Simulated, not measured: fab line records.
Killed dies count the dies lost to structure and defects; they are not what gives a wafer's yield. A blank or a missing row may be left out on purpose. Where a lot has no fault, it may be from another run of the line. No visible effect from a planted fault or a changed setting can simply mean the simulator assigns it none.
fab line records + flow n5Finfet
[record]
- lots = 11
- wafers = 31
- lastDay = 19
route steps=1938 shown MOL_CONTACT_COAG@535 PASSIVATION@1936
lots that met no fault: from a run of the same line without faults
startH: hours from the record's first day to the start of the lot's first wafer shown + waitH: hours elapsed since this lot's preceding step + " repeats the value in the row above + L1.1+2: a row that stands for several wafers + - no value present, or no start provided + * or withheld: withheld + < > ~ a bound
route shown NAME@n: names a module that has steps shown in the file, with the first one's number in the route + usual: average and standard deviation across the fault-free wafers + same: alike in all rows + chamber/n: place in a boat + sites: the reading at each site + _std_site: how widely they spread, as a standard deviation + _edge_site: mean of outer sites minus mean of inner sites + radiusMm: for every site, how far away it sits from the centre of the wafer + mask NAME#n: copy n + behind: the tool/chamber that last shaped the wafer + hold: why the lot was held/for how many hours/how that ended + device: which transistor (n, p or np) failed to switch + end of line: tests run on the same wafers once the route is complete + for a step that has no rows: nothing shown but its recipe + killed: at the first sort, the dies lost to defects and structure; wafer yield is something else + map: per-die view of a wafer (x killed, . not killed, _ where there is no die)
set.NAME: setting as actually run; set.NAME@STEP: the setting as run at that earlier step + model.NAME: the simulator's own value behind a step, which no gauge read
one table for each step of the route and one row for each wafer, over a sample of lots
services: from which hour (startH, from the record's first day; less than 0 if before it) a tool's chamber was out of use, for how many hours, and why
[[steps]]
[step N5_MOL_CONTACT_COAG_CONTACT_ETCH_14]
[recipe]
- chemistry = C4F6/O2
- target = SiO2
- targetDepthA = 275
- overetchA = 85
- maskMaterial = SOC
- pressureMtorr = 30
- sourceW = 370
- biasW = 185
- Ar_flow_sccm = 300
- C4F6_flow_sccm = 16
- O2_flow_sccm = 10
- timeS = 20
- ionEnergyEv = 259.6
[usual]
- drypumpMotorCurrentA = 5.9/0.43
- oes_f_703_au = 0.77/0.066
- oesProductAu = 0.67/0.058
- rfFwdPowerW = 363.8/2
- rfVppV = 693.1/2.5
- showerheadPlenumPTorr = 2.90/0.074
- throttleValvePct = 21.32/0.27
| lot.wafer | tool       | chamber | startH | waitH | drypumpMotorCurrentA | oes_f_703_au | oesProductAu | rfFwdPowerW | rfHoursCounterH | rfVppV | showerheadPlenumPTorr | throttleValvePct |
|-----------|------------|---------|--------|-------|----------------------|--------------|--------------|-------------|-----------------|--------|-----------------------|------------------|
| L545.2    | rieDiel-06 | 3       | 91.91  | 0.0   | 5.3                  | 0.85         | 0.78         | 363.2       | 8               | 695.6  | 2.98                  | 21.41            |
| L545.4    | "          | 0       | "      | "     | 5.8                  | 0.82         | 0.68         | 366.5       | 94              | 698.6  | 3.03                  | 21.28            |
| L545.5    | "          | 0       | "      | "     | 5.7                  | 0.82         | 0.69         | 369.1       | -               | 697.6  | 3.03                  | 21.27            |
| L546.1    | rieDiel-03 | 3       | 101.39 | 0.0   | 6.3                  | 0.82         | 0.75         | 360.2       | 47              | 690.8  | 2.81                  | 20.82            |
| L546.3    | "          | 2       | "      | "     | 5.4                  | 0.70         | 0.64         | 365.4       | 149             | 691.9  | 2.86                  | 20.94            |
| L546.5    | "          | 0       | "      | "     | 6.1                  | 0.83         | 0.63         | 360.0       | -               | 692.2  | 2.91                  | 21.67            |
| L547.1    | rieDiel-06 | 3       | 108.69 | 0.0   | 5.3                  | 0.84         | 0.76         | 362.3       | 14              | 695.1  | 2.98                  | 21.40            |
| L547.2    | "          | 0       | "      | "     | 5.8                  | 0.82         | 0.68         | 365.6       | 98              | 697.1  | 3.03                  | 21.29            |
| L547.6    | "          | 3       | "      | "     | 5.3                  | 0.84         | 0.77         | 363.1       | -               | 695.2  | 2.98                  | 21.40            |
| L549.1    | rieDiel-03 | 0       | 112.00 | 0.0   | 6.1                  | 0.82         | 0.62         | 361.5       | 151             | 692.1  | 2.91                  | 21.70            |
| L549.2    | "          | 3       | "      | "     | 6.3                  | 0.80         | 0.74         | 361.9       | 54              | 690.8  | 2.81                  | 20.83            |
| L549.6    | "          | 0       | "      | "     | 6.1                  | 0.82         | 0.63         | 359.4       | -               | 692.3  | 2.91                  | 21.71            |
| L550.4    | rieDiel-01 | 1       | 121.03 | 0.0   | 6.0                  | 0.68         | 0.63         | 365.2       | 150             | 687.9  | 2.79                  | 21.35            |
| L550.6    | "          | 2       | "      | "     | 6.2                  | 0.93         | 0.80         | 365.8       | -               | 696.0  | 2.95                  | 21.36            |
| L555.1    | rieDiel-06 | 3       | 159.68 | 0.0   | 5.2                  | 0.81         | 0.74         | 362.8       | 30              | 694.7  | 2.97                  | 21.44            |
| L555.3    | "          | 2       | "      | "     | 5.4                  | 0.75         | 0.64         | 364.0       | 186             | 692.6  | 2.86                  | 21.11            |
| L555.6    | "          | 3       | "      | "     | 5.3                  | 0.81         | 0.74         | 362.2       | -               | 693.7  | 2.97                  | 21.43            |
| L560.3    | rieDiel-03 | 3       | 184.33 | 0.0   | 6.3                  | 0.78         | 0.71         | 362.6       | 79              | 690.3  | 2.80                  | 20.86            |
| L560.4    | "          | 1       | "      | "     | 5.5                  | 0.83         | 0.70         | 362.4       | 75              | 694.0  | 2.92                  | 21.47            |
| L560.6    | "          | 1       | "      | "     | 5.5                  | 0.83         | 0.69         | 360.5       | -               | 693.8  | 2.92                  | 21.47            |
| L563.1    | rieDiel-06 | 0       | 194.48 | 0.0   | 5.7                  | 0.79         | 0.67         | 367.2       | 126             | 697.3  | 3.02                  | 21.34            |
| L563.4    | "          | 1       | "      | "     | 6.5                  | 0.67         | 0.60         | 361.3       | 243             | 694.9  | 2.96                  | 21.61            |
| L563.5    | "          | 2       | "      | "     | 5.4                  | 0.73         | 0.64         | 365.0       | -               | 691.1  | 2.85                  | 21.11            |
| L566.1    | rieDiel-06 | 0       | 213.88 | 0.0   | 5.8                  | 0.79         | 0.66         | 365.9       | 131             | 696.9  | 3.01                  | 21.33            |
| L566.3    | "          | 3       | "      | "     | 5.3                  | 0.78         | 0.71         | 363.0       | 47              | 694.0  | 2.96                  | 21.47            |
| L566.4    | "          | 1       | "      | "     | 6.5                  | 0.67         | 0.59         | 362.8       | 248             | 694.1  | 2.96                  | 21.60            |
| L567.4    | rieDiel-01 | 3       | 223.60 | 0.0   | 6.2                  | 0.75         | 0.60         | 364.2       | 240             | 690.0  | 2.84                  | 21.65            |
| L567.5    | "          | 0       | "      | "     | 6.5                  | 0.72         | 0.65         | 364.6       | -               | 697.9  | 2.97                  | 21.33            |
| L568.1    | rieDiel-03 | 3       | 230.07 | 0.0   | 6.3                  | 0.76         | 0.70         | 361.6       | 93              | 689.7  | 2.79                  | 20.89            |
| L568.2    | "          | 1       | "      | "     | 5.5                  | 0.80         | 0.69         | 361.0       | 89              | 694.5  | 2.91                  | 21.49            |
| L568.5    | "          | 3       | "      | "     | 6.3                  | 0.77         | 0.71         | 359.9       | -               | 690.6  | 2.79                  | 20.88            |
[step N5_MOL_CONTACT_COAG_ETCH_110]
[recipe]
- chemistry = CF4/O2
- target = Si
- targetDepthA = 25
- timeS = 8
- pressureMtorr = 100
- sourceW = 200
- biasW = 12
- ionEnergyEv = 60
- Ar_flow_sccm = 100
- cf4FlowSccm = 100
- O2_flow_sccm = 10
[usual]
- drypumpMotorCurrentA = 5.9/0.43
- oes_f_703_au = 0.77/0.066
- oesProductAu = 0.77/0.07
- rfFwdPowerW = 198.3/0.68
- rfVppV = 127/3.9
- showerheadPlenumPTorr = 2.24/0.058
- throttleValvePct = 10.78/0.23
| lot.wafer | tool       | chamber | startH | waitH | drypumpMotorCurrentA | oes_f_703_au | oesProductAu | rfFwdPowerW | rfHoursCounterH | rfVppV | showerheadPlenumPTorr | throttleValvePct |
|-----------|------------|---------|--------|-------|----------------------|--------------|--------------|-------------|-----------------|--------|-----------------------|------------------|
| L545.2    | rieDiel-06 | 3       | 92.00  | 0.0   | 5.3                  | 0.86         | 0.89         | 197.9       | 8               | 129    | 2.28                  | 10.53            |
| L545.4    | "          | 0       | "      | "     | 5.7                  | 0.82         | 0.81         | 200.2       | 94              | 122    | 2.35                  | 10.76            |
| L545.5    | "          | 0       | "      | "     | 5.7                  | 0.83         | 0.82         | 199.5       | -               | 122    | 2.35                  | 10.77            |
| L546.1    | rieDiel-03 | 3       | 101.48 | 0.0   | 6.3                  | 0.83         | 0.88         | 197.3       | 47              | 128    | 2.18                  | 10.32            |
| L546.3    | "          | 2       | "      | "     | 5.4                  | 0.70         | 0.73         | 198.8       | 149             | 128    | 2.22                  | 10.57            |
| L546.5    | "          | 0       | "      | "     | 6.1                  | 0.81         | 0.75         | 198.7       | -               | 119    | 2.23                  | 10.98            |
| L547.1    | rieDiel-06 | 3       | 108.78 | 0.0   | 5.3                  | 0.84         | 0.88         | 197.8       | 14              | 129    | 2.28                  | 10.54            |
| L547.2    | "          | 0       | "      | "     | 5.8                  | 0.82         | 0.81         | 199.2       | 98              | 122    | 2.35                  | 10.75            |
| L547.6    | "          | 3       | "      | "     | 5.3                  | 0.84         | 0.88         | 197.7       | -               | 130    | 2.28                  | 10.55            |
| L549.1    | rieDiel-03 | 0       | 112.10 | 0.0   | 6.1                  | 0.81         | 0.75         | 198.2       | 151             | 120    | 2.23                  | 11.00            |
| L549.2    | "          | 3       | "      | "     | 6.3                  | 0.81         | 0.87         | 199.0       | 54              | 127    | 2.18                  | 10.32            |
| L549.6    | "          | 0       | "      | "     | 6.1                  | 0.81         | 0.74         | 197.1       | -               | 118    | 2.23                  | 11.02            |
| L550.4    | rieDiel-01 | 1       | 121.12 | 0.0   | 5.9                  | 0.70         | 0.71         | 198.0       | 150             | 129    | 2.13                  | 10.76            |
| L550.6    | "          | 2       | "      | "     | 6.2                  | 0.93         | 0.95         | 198.6       | -               | 127    | 2.27                  | 10.58            |
| L555.1    | rieDiel-06 | 3       | 159.78 | 0.0   | 5.3                  | 0.80         | 0.83         | 197.7       | 30              | 127    | 2.28                  | 10.59            |
| L555.3    | "          | 2       | "      | "     | 5.4                  | 0.75         | 0.73         | 198.4       | 186             | 123    | 2.21                  | 10.81            |
| L555.6    | "          | 3       | "      | "     | 5.3                  | 0.81         | 0.84         | 198.2       | -               | 129    | 2.28                  | 10.60            |
| L560.3    | rieDiel-03 | 3       | 184.43 | 0.0   | 6.3                  | 0.78         | 0.83         | 199.1       | 79              | 129    | 2.17                  | 10.40            |
| L560.4    | "          | 1       | "      | "     | 5.4                  | 0.83         | 0.81         | 197.3       | 75              | 126    | 2.26                  | 10.88            |
| L560.6    | "          | 1       | "      | "     | 5.5                  | 0.83         | 0.81         | 196.5       | -               | 125    | 2.26                  | 10.85            |
| L563.1    | rieDiel-06 | 0       | 194.57 | 0.0   | 5.7                  | 0.78         | 0.78         | 199.0       | 126             | 122    | 2.34                  | 10.83            |
| L563.4    | "          | 1       | "      | "     | 6.5                  | 0.67         | 0.68         | 197.9       | 243             | 131    | 2.27                  | 11.16            |
| L563.5    | "          | 2       | "      | "     | 5.3                  | 0.73         | 0.72         | 198.7       | -               | 123    | 2.20                  | 10.83            |
| L566.1    | rieDiel-06 | 0       | 213.98 | 0.0   | 5.8                  | 0.78         | 0.79         | 199.8       | 131             | 121    | 2.33                  | 10.86            |
| L566.3    | "          | 3       | "      | "     | 5.3                  | 0.78         | 0.81         | 197.9       | 47              | 129    | 2.27                  | 10.62            |
| L566.4    | "          | 1       | "      | "     | 6.5                  | 0.66         | 0.68         | 196.5       | 248             | 132    | 2.27                  | 11.18            |
| L567.4    | rieDiel-01 | 3       | 223.70 | 0.0   | 6.1                  | 0.75         | 0.72         | 198.5       | 240             | 130    | 2.19                  | 11.18            |
| L567.5    | "          | 0       | "      | "     | 6.5                  | 0.71         | 0.74         | 198.4       | -               | 130    | 2.31                  | 10.92            |
| L568.1    | rieDiel-03 | 3       | 230.17 | 0.0   | 6.3                  | 0.77         | 0.81         | 197.7       | 93              | 128    | 2.16                  | 10.44            |
| L568.2    | "          | 1       | "      | "     | 5.5                  | 0.82         | 0.80         | 197.8       | 89              | 126    | 2.25                  | 10.90            |
| L568.5    | "          | 3       | "      | "     | 6.3                  | 0.77         | 0.81         | 197.1       | -               | 125    | 2.16                  | 10.45            |
[step N5_MOL_CONTACT_COAG_ALD_20]
[recipe]
- material = TiN
- targetThkA = 15
- tempC = 400
- aldPrecursorFamily = TiCl4
- aldCoReactant = NH3
- pulseTimeS = 1
- purgeTimeS = 3
- coReactantPurgeTimeS = 2
- coReactantPulseTimeS = 2
- aldCycles = 68
- pressureTorr = 3
[usual]
- aldCycles = 68/0
- chamberPressureTorr = 3.000/0.0067
- heaterPowerOuterW = 559/69
- heaterPowerW = 921/110
- precursorPulseHeightRel = 0.997/0.018
| lot.wafer | tool        | chamber | startH | waitH | aldCycles | chamberPressureTorr | heaterPowerOuterW | heaterPowerW | precursorPulseHeightRel |
|-----------|-------------|---------|--------|-------|-----------|---------------------|-------------------|--------------|-------------------------|
| L545.2    | aldMetal-04 | 2       | 92.71  | 0.1   | 68        | 2.999               | 549               | 963          | 0.974                   |
| L545.4    | "           | 2       | "      | "     | 68        | 2.996               | 570               | 994          | 0.964                   |
| L545.5    | "           | 1       | "      | "     | 68        | 2.995               | 548               | 934          | 1.011                   |
| L546.1    | aldMetal-02 | 3       | 102.64 | 0.1   | 68        | 3.010               | 497               | 812          | 0.993                   |
| L546.3    | "           | 2       | "      | "     | 68        | 2.990               | 498               | 858          | 0.986                   |
| L546.5    | "           | 0       | "      | "     | 68        | 3.001               | 636               | 1065         | 1.027                   |
| L547.1    | aldMetal-04 | 2       | 109.52 | 0.1   | 68        | 3.004               | 537               | 974          | 1.001                   |
| L547.2    | "           | 3       | "      | "     | 68        | 3.006               | 506               | 883          | 1.020                   |
| L547.6    | "           | 3       | "      | "     | 68        | 3.003               | 521               | 892          | 0.979                   |
| L549.1    | aldMetal-01 | 1       | 113.64 | 0.1   | 68        | 3.001               | 571               | 917          | 0.999                   |
| L549.2    | "           | 2       | "      | "     | 68        | 2.999               | 572               | 955          | 0.995                   |
| L549.6    | "           | 0       | "      | "     | 68        | 3.009               | 544               | 815          | 1.005                   |
| L550.4    | aldMetal-02 | 0       | 121.81 | 0.1   | 52        | 3.007               | 645               | 1050         | 0.987                   |
| L550.6    | "           | 2       | "      | "     | 68        | 3.004               | 506               | 865          | 1.021                   |
| L555.1    | aldMetal-02 | 1       | 161.34 | 0.1   | 52        | 2.988               | 713               | 1131         | 1.012                   |
| L555.3    | "           | 0       | "      | "     | 68        | 2.998               | 643               | 1033         | 0.983                   |
| L555.6    | "           | 3       | "      | "     | 68        | 3.002               | 505               | 796          | 1.032                   |
| L560.3    | aldMetal-04 | 0       | 185.13 | 0.1   | 68        | 3.002               | 497               | 801          | 1.012                   |
| L560.4    | "           | 3       | "      | "     | 68        | 3.010               | 530               | 901          | 0.975                   |
| L560.6    | "           | 1       | "      | "     | 68        | 3.014               | 543               | 917          | 1.014                   |
| L563.1    | aldMetal-01 | 2       | 195.44 | 0.1   | 68        | 2.991               | 564               | 925          | 1.008                   |
| L563.4    | "           | 3       | "      | "     | 68        | 3.004               | 503               | 852          | 0.975                   |
| L563.5    | "           | 0       | "      | "     | 68        | 2.999               | 559               | 841          | 1.028                   |
| L566.1    | aldMetal-01 | 1       | 214.81 | 0.1   | 68        | 3.001               | 566               | 920          | 1.040                   |
| L566.3    | "           | 0       | "      | "     | 68        | 3.008               | 551               | 825          | 0.998                   |
| L566.4    | "           | 3       | "      | "     | 68        | 2.998               | 516               | 845          | 0.975                   |
| L567.4    | aldMetal-01 | 3       | 225.22 | 0.1   | 68        | 2.998               | 495               | 848          | 0.990                   |
| L567.5    | "           | 2       | "      | "     | 68        | 3.014               | 560               | 949          | 1.005                   |
| L568.1    | aldMetal-02 | 0       | 231.34 | 0.1   | 68        | 2.999               | 649               | 1048         | 0.983                   |
| L568.2    | "           | 2       | "      | "     | 68        | 2.993               | 499               | 844          | 1.023                   |
| L568.5    | "           | 2       | "      | "     | 68        | 2.988               | 486               | 870          | 0.999                   |
[step N5_MOL_CONTACT_COAG_PRE_CLEAN_141]
[recipe]
- gas = H2/He
- timeS = 60
- tempC = 300
[usual]
- heaterPowerW = 467/59
| lot.wafer | tool          | chamber | startH | waitH | heaterPowerW |
|-----------|---------------|---------|--------|-------|--------------|
| L545.2    | pvdSputter-02 | -       | 95.04  | 1.9   | 565          |
| L545.4    | "             | -       | "      | "     | 388          |
| L545.5    | "             | -       | "      | "     | 549          |
| L546.1    | pvdSputter-03 | -       | 103.47 | 0.4   | 502          |
| L546.3    | "             | -       | "      | "     | 449          |
| L546.5    | "             | -       | "      | "     | 428          |
| L547.1    | pvdSputter-02 | -       | 111.22 | 1.3   | 551          |
| L547.2    | "             | -       | "      | "     | 430          |
| L547.6    | "             | -       | "      | "     | 400          |
| L549.1    | pvdSputter-03 | -       | 114.76 | 0.6   | 437          |
| L549.2    | "             | -       | "      | "     | 494          |
| L549.6    | "             | -       | "      | "     | 433          |
| L550.4    | pvdSputter-02 | -       | 124.43 | 2.1   | 424          |
| L550.6    | "             | -       | "      | "     | 390          |
| L555.1    | pvdSputter-03 | -       | 162.14 | 0.2   | 499          |
| L555.3    | "             | -       | "      | "     | 440          |
| L555.6    | "             | -       | "      | "     | 424          |
| L560.3    | pvdSputter-01 | -       | 187.74 | 2.1   | 500          |
| L560.4    | "             | -       | "      | "     | 422          |
| L560.6    | "             | -       | "      | "     | 643          |
| L563.1    | pvdSputter-01 | -       | 196.82 | 1.0   | 483          |
| L563.4    | "             | -       | "      | "     | 479          |
| L563.5    | "             | -       | "      | "     | 432          |
| L566.1    | pvdSputter-02 | -       | 217.76 | 2.5   | 494          |
| L566.3    | "             | -       | "      | "     | 428          |
| L566.4    | "             | -       | "      | "     | 390          |
| L567.4    | pvdSputter-01 | -       | 226.42 | 0.7   | 621          |
| L567.5    | "             | -       | "      | "     | 493          |
| L568.1    | pvdSputter-03 | -       | 232.34 | 0.5   | 504          |
| L568.2    | "             | -       | "      | "     | 446          |
| L568.5    | "             | -       | "      | "     | 448          |
[step N5_PASSIVATION_PROBE_49]
[usual]
- killed_at_M0_to_M3 = 33/11
- killed_at_M4_up = 13/5.2
- killedAtContacts = 11/5.7
- killedAtFrontEnd = 39/11
- killedAtOther = 4/3
- killedDies = 101/20
- killedOpen = 66/15
- killedShort = 33/8.4
[same]
- grossDies = 1180
- killedAtBackSide = 0
| lot.wafer | tool      | chamber | startH | waitH | killed_at_M0_to_M3 | killed_at_M4_up | killedAtContacts | killedAtFrontEnd | killedAtOther | killedDies | killedOpen | killedShort |
|-----------|-----------|---------|--------|-------|--------------------|-----------------|------------------|------------------|---------------|------------|------------|-------------|
| L560.3    | prober-01 | -       | 372.64 | 0.1   | 40                 | 18              | 4                | 43               | 6             | 111        | 71         | 40          |
| L560.4    | prober-01 | -       | 372.69 | 0.2   | 39                 | 15              | 5                | 33               | 4             | 96         | 65         | 30          |
| L560.6    | prober-01 | -       | 372.79 | 0.3   | 34                 | 14              | 11               | 46               | 12            | 117        | 65         | 52          |
| L567.4    | prober-02 | -       | 447.96 | 0.2   | 28                 | 18              | 16               | 54               | 3             | 119        | 73         | 41          |
| L567.5    | prober-02 | -       | 448.01 | 0.2   | 23                 | 17              | 21               | 22               | 2             | 85         | 49         | 32          |
// killed by level:class
L560.3 BEOL_M0_SAQP:geometricParticle:short=15 STI_FIN_REVEAL:geometricParticle:open=11 FIN_SAQP:geometricParticle:open=9 BEOL_M0_SAQP:geometricParticle:open=9 BEOL_M5:geometricParticle:open=8 FIN_SAQP:geometricParticle:short=6 BEOL_M2:geometricParticle:open=6 BEOL_M1:geometricParticle:open=5
L560.4 BEOL_M0_SAQP:geometricParticle:short=12 STI_FIN_REVEAL:geometricParticle:open=11 BEOL_M0_SAQP:geometricParticle:open=11 BEOL_M4:geometricParticle:open=7 BEOL_M2:geometricParticle:open=7 GATE_CUT:geometricParticle:open=5 MOL_CONTACT_COAG:geometricParticle:open=4 FIN_SAQP:geometricParticle:short=3
L560.6 BEOL_M0_SAQP:geometricParticle:short=14 BEOL_M0_SAQP:geometricParticle:open=10 DUMMY_GATE:geometricParticle:open=8 MOL_CONTACT_COAG:geometricParticle:open=8 BEOL_M4:geometricParticle:open=6 FIN_SAQP:geometricParticle:short=5 DUMMY_GATE:geometricParticle:short=5 ILD0:geometricParticle:short=5
L567.4 FIN_SAQP:geometricParticle:open=17 FIN_SAQP:geometricParticle:short=14 MOL_CONTACT_COAG:geometricParticle:open=14 BEOL_M3:geometricParticle:open=8 BEOL_M0_SAQP:geometricParticle:short=7 STI_FIN_REVEAL:geometricParticle:open=6 DUMMY_GATE:geometricParticle:open=5 BEOL_M0_SAQP:geometricParticle:open=4
L567.5 MOL_CONTACT_COAG:geometricParticle:open=18 BEOL_M0:geometricParticle:short=7 FIN_SAQP:geometricParticle:short=5 FIN_SAQP:geometricParticle:open=4 STARTING-WAFER:geometricParticle:short=4 MOL_CONTACT_COAG:geometricParticle:short=3 BEOL_M0_SAQP:geometricParticle:short=3 BEOL_M3:geometricParticle:open=3
[[services]]
| tool          | chamber | startH | hours | kind                        |
|---------------|---------|--------|-------|-----------------------------|
| pvdSputter-01 | -       | 68.66  | 3.5   | repair                      |
| pvdSputter-03 | -       | 69.14  | 2.5   | repair                      |
| aldMetal-01   | -       | 75.63  | 1.8   | repair                      |
| aldMetal-02   | -       | 84.41  | 2.8   | pm                          |
| aldMetal-04   | 0       | 89.24  | 36.0  | repair                      |
| rieDiel-03    | 1       | 92.41  | 36.0  | repair                      |
| pvdSputter-01 | -       | 128.15 | 7.3   | repair                      |
| pvdSputter-01 | -       | 138.01 | 14.9  | repair                      |
| aldMetal-01   | -       | 139.30 | 1.3   | repair                      |
| pvdSputter-02 | -       | 152.82 | 8.3   | repair                      |
| aldMetal-01   | -       | 206.61 | 2.8   | pm                          |
| rieDiel-06    | 1       | 220.53 | -     | clean                       |
| rieDiel-06    | 1       | 220.53 | -     | consumableReplace:focusRing |
| rieDiel-06    | 1       | 220.53 | 20.2  | scheduledDown               |
| rieDiel-06    | 1       | 220.53 | 20.2  | ventCycle                   |
| rieDiel-03    | -       | 222.26 | 2.8   | pm                          |
[[key]]
[firstSign]
- step = N5_MOL_CONTACT_COAG_ALD_20
- reading = aldCycles
- direction = down
- sigmas = 99+
- usual = *
- struck = *
effect none on later readings
metAt N5_MOL_CONTACT_COAG_ALD_20
struckLots L550,L555
struckWafers L550.4,L555.1
testerLeftOut L550,L555
notActingAt N5_MOL_CONTACT_COAG_CONTACT_ETCH_14,N5_MOL_CONTACT_COAG_ETCH_110,N5_MOL_CONTACT_COAG_PRE_CLEAN_141
onsetBetween 102.64 121.81
[fault]
- kind = processParameterDrift
- tool = aldMetal-02
- chamber = -
- onsetH = 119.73
- steps = N5_MOL_CONTACT_COAG_ALD_20
- channel = aldCycles
- offset = *
- shape = step
- endH = 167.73
- scope = struckWafersOnly
- actsIn = *
- stated = *
// testerLeftOut: of these lots the tester's yield and bins aren't shown, on N5 and GAA mostly nor the transistor test; their killed dies are dies lost to structure and defects alone, not to doping, threshold or leakage, so they don't give the yield
